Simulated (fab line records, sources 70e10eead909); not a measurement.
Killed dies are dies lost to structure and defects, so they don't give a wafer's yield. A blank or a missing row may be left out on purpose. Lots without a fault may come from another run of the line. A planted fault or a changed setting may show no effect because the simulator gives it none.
Which tool did it? | flow nand_harc | 15 lots, 45 wafers sampled, at 4 steps of a route of 1302

WHAT THE GAUGES READ, wafer by wafer
NHARC_P_M1_CD_MEAS_09: target cd 130 nm.
lot  | measured     | on        | cd_nm (nm)
L754 | day 6 05:31  | cd_sem-01 | 129.9 130.3 130.1
L755 | day 6 17:34  | cd_sem-03 | 129.5 129.8 129.5
L756 | day 7 03:13  | cd_sem-03 | 130.0 130.2 130.7
L757 | day 7 16:10  | cd_sem-01 | 130.6 130.7 129.7
L758 | day 7 20:09  | cd_sem-03 | 131.2 130.8 130.5
L759 | day 8 12:11  | cd_sem-01 | 129.9 129.4 129.6
L760 | day 8 13:13  | cd_sem-01 | 130.5 130.8 130.0
L761 | day 9 04:53  | cd_sem-02 | 129.8 129.4 129.9
L763 | day 9 21:30  | cd_sem-03 | 129.6 130.2 129.5
L764 | day 10 04:42 | cd_sem-02 | 129.7 130.2 129.3
L765 | day 10 22:29 | cd_sem-03 | 130.9 129.5 130.3
L772 | day 13 15:34 | cd_sem-01 | 147.6 147.7 146.8 147.3 147.8 147.1
L771 | day 13 22:29 | cd_sem-02 | 143.6 144.0 144.2 143.8 144.0 144.2
L774 | day 14 14:31 | cd_sem-03 | 142.5 141.9 143.2 142.9 142.0 142.9
L777 | day 15 17:05 | cd_sem-03 | 128.6 128.4 128.8

WHICH TOOL RAN EACH LOT (tool, then ch and the chambers of the sampled wafers, then the start)
lot  | NHARC_P_M0_PRE_CLEAN_29                 | NHARC_P_M0_DEP_32               | NHARC_P_M1_EXPOSE_06
L754 | pvd_sputter-01, day 6 04:16 or earlier  | pecvd-02 ch 0,1, day 6 04:16    | arfi_scanner-02 ch 0, day 6 05:22
L755 | pvd_sputter-02, day 6 16:23 or earlier  | pecvd-02 ch 0,2, day 6 16:23    | arfi_scanner-03 ch 0, day 6 17:26
L756 | pvd_sputter-01, day 7 02:05 or earlier  | pecvd-04 ch 0,1,2, day 7 02:05  | arfi_scanner-03 ch 0, day 7 03:04
L757 | pvd_sputter-02, day 7 14:59 or earlier  | pecvd-02 ch 1,2, day 7 14:59    | arfi_scanner-02 ch 0, day 7 16:01
L758 | pvd_sputter-03, day 7 19:01 or earlier  | pecvd-02 ch 0,2, day 7 19:01    | arfi_scanner-02 ch 0, day 7 20:01
L759 | pvd_sputter-01, day 8 11:02 or earlier  | pecvd-02 ch 0,1, day 8 11:02    | arfi_scanner-01 ch 0, day 8 12:03
L760 | pvd_sputter-01, day 8 12:07 or earlier  | pecvd-02 ch 1,2, day 8 12:07    | arfi_scanner-01 ch 0, day 8 13:04
L761 | pvd_sputter-02, day 9 03:47 or earlier  | pecvd-04 ch 0,1, day 9 03:47    | arfi_scanner-01 ch 0, day 9 04:45
L763 | pvd_sputter-01, day 9 20:16 or earlier  | pecvd-01 ch 0,2, day 9 20:16    | arfi_scanner-02 ch 0, day 9 21:22
L764 | pvd_sputter-02, day 10 03:35 or earlier | pecvd-02 ch 0,1,2, day 10 03:35 | arfi_scanner-02 ch 0, day 10 04:34
L765 | pvd_sputter-03, day 10 21:17 or earlier | pecvd-04 ch 0,1, day 10 21:17   | arfi_scanner-01 ch 0, day 10 22:21
L772 | pvd_sputter-03, day 13 14:32 or earlier | pecvd-01 ch 1,2, day 13 14:32   | arfi_scanner-01 ch 0, day 13 15:26
L771 | pvd_sputter-01, day 13 21:24 or earlier | pecvd-02 ch 0,1, day 13 21:24   | arfi_scanner-01 ch 0, day 13 22:21
L774 | pvd_sputter-02, day 14 13:15 or earlier | pecvd-02 ch 0,1, day 14 13:15   | arfi_scanner-01 ch 0, day 14 14:23
L777 | pvd_sputter-02, day 15 15:44 or earlier | pecvd-02 ch 0,1,2, day 15 15:44 | arfi_scanner-02 ch 0, day 15 16:58
- NHARC_P_M0_PRE_CLEAN_29: time 30 s.
- NHARC_P_M0_DEP_32: deposits SiCN, target thk 30 nm.
- NHARC_P_M1_EXPOSE_06: exposes mask P M1, target cd 130 nm.

WHAT THE TOOLS THEMSELVES READ (means of the sampled wafers that have a number; where no wafer has one, the mark that the record gives instead)
NHARC_P_M0_PRE_CLEAN_29.
lot  | tool           | heater_power_w (W)
L754 | pvd_sputter-01 | 376
L755 | pvd_sputter-02 | 395
L756 | pvd_sputter-01 | 374
L757 | pvd_sputter-02 | 420
L758 | pvd_sputter-03 | 427
L759 | pvd_sputter-01 | 417
L760 | pvd_sputter-01 | 393
L761 | pvd_sputter-02 | 397
L763 | pvd_sputter-01 | 372
L764 | pvd_sputter-02 | 379
L765 | pvd_sputter-03 | 401
L772 | pvd_sputter-03 | 399
L771 | pvd_sputter-01 | 412
L774 | pvd_sputter-02 | 422
L777 | pvd_sputter-02 | 389

NHARC_P_M0_DEP_32.
lot  | tool     | heater_power_w (W)
L754 | pecvd-02 | 563
L755 | pecvd-02 | 550
L756 | pecvd-04 | 619
L757 | pecvd-02 | 581
L758 | pecvd-02 | 582
L759 | pecvd-02 | 566
L760 | pecvd-02 | 532
L761 | pecvd-04 | 656
L763 | pecvd-01 | 647
L764 | pecvd-02 | 586
L765 | pecvd-04 | 663
L772 | pecvd-01 | 510
L771 | pecvd-02 | 615
L774 | pecvd-02 | 557
L777 | pecvd-02 | 605

NHARC_P_M1_EXPOSE_06.
lot  | tool            | exposure_dose_mJ_cm2 | focus_offset_nm (nm)
L754 | arfi_scanner-02 | 81.86                | -0.9
L755 | arfi_scanner-03 | 81.77                | -0.3
L756 | arfi_scanner-03 | 81.80                | 0.2
L757 | arfi_scanner-02 | 81.84                | -0.1
L758 | arfi_scanner-02 | 81.76                | 0.1
L759 | arfi_scanner-01 | 81.78                | 0.2
L760 | arfi_scanner-01 | 81.79                | -0.2
L761 | arfi_scanner-01 | 81.66                | 0.1
L763 | arfi_scanner-02 | 81.83                | 0.1
L764 | arfi_scanner-02 | 81.79                | -0.2
L765 | arfi_scanner-01 | 81.78                | 0.5
L772 | arfi_scanner-01 | 107.83               | 0.0
L771 | arfi_scanner-01 | 102.56               | -0.3
L774 | arfi_scanner-01 | 99.72                | 0.0
L777 | arfi_scanner-02 | 81.79                | 0.4

THE ANSWER, worked out from the rows above alone
Rule: what is usual is taken from the lots themselves. Put in order of their means at a reading, lots are off if they are a third of the lots or fewer, leave a main group of 4 or more, and stand apart from it by a gap of 3 or more times the standard deviation of the main group's means; of several such gaps the widest counts. A main group whose means are all the same, to the digits that the tables above print for the reading, isn't used. A lot without any number at a reading at which 4 lots or more have one is off too. The other lots that the step has rows for count as sound. The gauges are gone through in route order, then the tools' own readings, and for those a lot's mean is taken as printed above. The first step at which some lot is off is used, and at that step the reading that is off furthest; a lot without a number counts as furthest.
Off: L772, L771, L774, at NHARC_P_M1_CD_MEAS_09 (cd_nm). The main group: mean 129.9 nm, standard deviation 0.55.
A tool fits if, at a process step before that reading, it ran every lot that is off, and no sound lot after the first of them. The gauges at NHARC_P_M1_CD_MEAS_09 aren't tried: what is off there is off at NHARC_P_M1_EXPOSE_06 too, on other tools, and a gauge's error can't cause that. NHARC_P_M0_PRE_CLEAN_29 gives no start for some lots, so the hours and the order of its lots are those of NHARC_P_M0_DEP_32. One fits: arfi_scanner-01 at NHARC_P_M1_EXPOSE_06. Its last sound lot is L765 (day 10 22:21), its first lot that is off L772 (day 13 15:26): a fault that began between those two fits.
The tool's own readings at NHARC_P_M1_EXPOSE_06 bear it out: on the lots that are off they differ by more than 5 times the standard deviation of the sound lots' means. exposure_dose_mJ_cm2 reads 103.37 there against 81.79 on the sound lots.

WHAT THE SIMULATOR HAD PUT IN
Process parameter drift: arfi_scanner-01, from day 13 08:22 on, at NHARC_P_M1_EXPOSE_06. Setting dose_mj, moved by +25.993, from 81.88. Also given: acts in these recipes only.
Lots struck among those shown: L772, L771, L774. The rule above found the same.
